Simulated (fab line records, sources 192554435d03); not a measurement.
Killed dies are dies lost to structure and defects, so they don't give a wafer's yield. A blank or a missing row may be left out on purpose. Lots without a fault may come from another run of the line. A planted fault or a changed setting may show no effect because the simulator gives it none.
Chamber matching | flow n5_finfet | N5_BEOL_M3_PECVD_72 on pecvd-01: 3 sister chambers
The step deposits SiO2 from TEOS/O2, target thk 16 nm, time 18 s. 3 wafers are shown with their chamber, then 9 later ones without.

WAFERS WITH THEIR CHAMBER
wafer  | chamber | showerhead_plenum_p_Torr (Torr)
L084.6 | 0       | 8.72
L093.2 | 2       | 8.84
L093.3 | 1       | 8.90

WAFERS WITHOUT THEIR CHAMBER
wafer  | showerhead_plenum_p_Torr (Torr)
L093.4 | 8.80
L093.5 | 8.89
L093.6 | 8.83
L095.2 | 8.90
L095.4 | 8.85
L095.5 | 8.74
L096.1 | 8.71
L096.2 | 8.91
L096.4 | 8.83

WHICH CHAMBER EACH WENT THROUGH
wafer  | from the rows above | in truth
L093.4 | 2                   | 2
L093.5 | 1                   | 1
L093.6 | 2                   | 2
L095.2 | 1                   | 1
L095.4 | 2                   | 2
L095.5 | 0                   | 0
L096.1 | 0                   | 0
L096.2 | 1                   | 1
L096.4 | 2                   | 2
Placed correctly: 9 of 9. Can't be placed from these rows: 0. Placed wrongly: 0.
How it was worked out, from the rows above alone: a wafer's distance from a chamber is the root of the sum, over the readings, of the square of ((its reading less the chamber's mean) divided by the reading's scatter). The wafer belongs to the nearest chamber; if the next one is less than 2 further off, it can't be placed. A chamber's mean is the mean of its shown wafers. The scatter: with one shown wafer a chamber, the root of the mean of the squares of how far each hidden wafer lies from its nearest shown one.
